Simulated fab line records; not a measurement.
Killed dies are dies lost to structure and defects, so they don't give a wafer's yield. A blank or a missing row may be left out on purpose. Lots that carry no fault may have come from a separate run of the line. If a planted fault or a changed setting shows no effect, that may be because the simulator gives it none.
Check of tool commonality    flow n5-finfet    Lots sampled 9, wafers sampled 27

WHY IT WAS OPENED
3 of 9 lots carry a flag on the reading CJ_N at N5_BEOL_M4_RC_MEAS_101. Fault-free wafers read 4.36, with a standard deviation of 0.082.
Rule: flag the lot when none of its wafers has a number, or when each of its wafers that has one lies beyond 4 standard deviations from that mean. The rest of the lots are taken to be sound.

lot   measured      on         CJ_N, wafer by wafer  flag
L483  day 7 15:56   prober-01  4.34 4.36 4.32        
L484  day 8 20:15   prober-02  4.35 4.37 4.35        
L488  day 10 02:00  prober-02  4.38 4.48 4.32        
L491  day 10 05:17  prober-01  5.04 4.95 4.96        FLAGGED
L494  day 10 11:23  prober-01  4.98 5.15 5.17        FLAGGED
L495  day 11 08:05  prober-01  5.07 5.05 5.00        FLAGGED
L504  day 14 04:22  prober-01  4.44 4.33 4.45        
L506  day 14 06:26  prober-01  4.32 4.36 4.49        
L505  day 14 07:43  prober-02  4.37 4.36 4.29        
The mean of the flagged lots' numbers is 5.04, +0.68 from the usual (+8 standard deviations).

EACH LOT AND THE TOOL IT RAN ON
3 process steps preceding the reading are held in the record, out of 1938 steps in the route. Cell contents, in order: the tool; ch with the chambers the sampled wafers went through; the start.
lot   flag     N5_WELL_APT_DESCUM_13              N5_WELL_APT_IMPLANT_32          N5_FIN_SAQP_DESCUM_21
L483           rie-diel-06 ch 0,1, day 1 13:39    implanter-01 ch 0, day 1 15:05  rie-diel-06 ch 1,3, day 1 23:48
L484           rie-diel-01 ch 0,2,3, day 1 19:38  implanter-02 ch 0, day 1 21:20  rie-diel-06 ch 1,2,3, day 2 11:20
L488           rie-diel-01 ch 1,2,3, day 2 19:55  implanter-02 ch 0, day 2 21:27  rie-diel-06 ch 0,2,3, day 3 04:38
L491  FLAGGED  rie-diel-06 ch 0,1,3, day 3 13:46  implanter-02 ch 0, day 3 15:24  rie-diel-01 ch 0,1, day 3 22:16
L494  FLAGGED  rie-diel-01 ch 0,2,3, day 4 07:53  implanter-02 ch 0, day 4 09:37  rie-diel-06 ch 1,2,3, day 4 16:06
L495  FLAGGED  rie-diel-01 ch 0,2,3, day 4 13:38  implanter-02 ch 0, day 4 15:22  rie-diel-01 ch 0,3, day 4 22:07
L504           rie-diel-06 ch 0,1,3, day 6 19:46  implanter-01 ch 0, day 6 21:20  rie-diel-01 ch 0,3, day 7 04:24
L506           rie-diel-01 ch 0,3, day 7 08:17    implanter-02 ch 0, day 7 10:20  rie-diel-06 ch 0,2, day 7 16:37
L505           rie-diel-05 ch 0,2,3, day 7 01:46  implanter-02 ch 0, day 7 03:13  rie-diel-01 ch 0,1,2, day 7 11:02
What these steps do:
- N5_WELL_APT_DESCUM_13: chemistry O2, time 7.9 s.
- N5_WELL_APT_IMPLANT_32
- N5_FIN_SAQP_DESCUM_21: chemistry O2, time 7.9 s.
- N5_BEOL_M4_RC_MEAS_101

FLAGGED AGAINST TOTAL, ONE TOOL AT A TIME (gauges that did the reading follow at the end)
step                    tool          lots run  flagged  share of the flagged lots  sound lots run after its first flagged lot
N5_WELL_APT_DESCUM_13   rie-diel-01   5         2        some                       1 (L506)
N5_WELL_APT_DESCUM_13   rie-diel-05   1         0        none                       -
N5_WELL_APT_DESCUM_13   rie-diel-06   3         1        some                       1 (L504)
N5_WELL_APT_IMPLANT_32  implanter-01  2         0        none                       -
N5_WELL_APT_IMPLANT_32  implanter-02  7         3        all                        2 (L505,L506)
N5_FIN_SAQP_DESCUM_21   rie-diel-01   4         2        some                       2 (L504,L505)
N5_FIN_SAQP_DESCUM_21   rie-diel-06   5         1        some                       1 (L506)
N5_BEOL_M4_RC_MEAS_101  prober-01     6         3        all                        2 (L504,L506)
N5_BEOL_M4_RC_MEAS_101  prober-02     3         0        none                       -

WHAT IS ALLOWED BY THE TABLE
Table rows that saw every flagged lot: 2, namely implanter-02 at N5_WELL_APT_IMPLANT_32 and prober-01 at N5_BEOL_M4_RC_MEAS_101.
- implanter-02 at N5_WELL_APT_IMPLANT_32: 3 of its 7 lots flagged. After the first flagged lot (L505, L506), sound lots still ran on it; a lasting fault on the whole tool would not permit that. Its own readings lie more than 4 standard deviations out on every wafer of the flagged lots: dose-ions-cm2, faraday-current-uA.
- prober-01 at N5_BEOL_M4_RC_MEAS_101: 3 of its 6 lots flagged. After the first flagged lot (L504, L506), sound lots still ran on it; a lasting fault on the whole tool would not permit that.
There is no row in the table that ran each flagged lot and no sound lot after the first.

WHAT THE SIMULATOR PUT IN
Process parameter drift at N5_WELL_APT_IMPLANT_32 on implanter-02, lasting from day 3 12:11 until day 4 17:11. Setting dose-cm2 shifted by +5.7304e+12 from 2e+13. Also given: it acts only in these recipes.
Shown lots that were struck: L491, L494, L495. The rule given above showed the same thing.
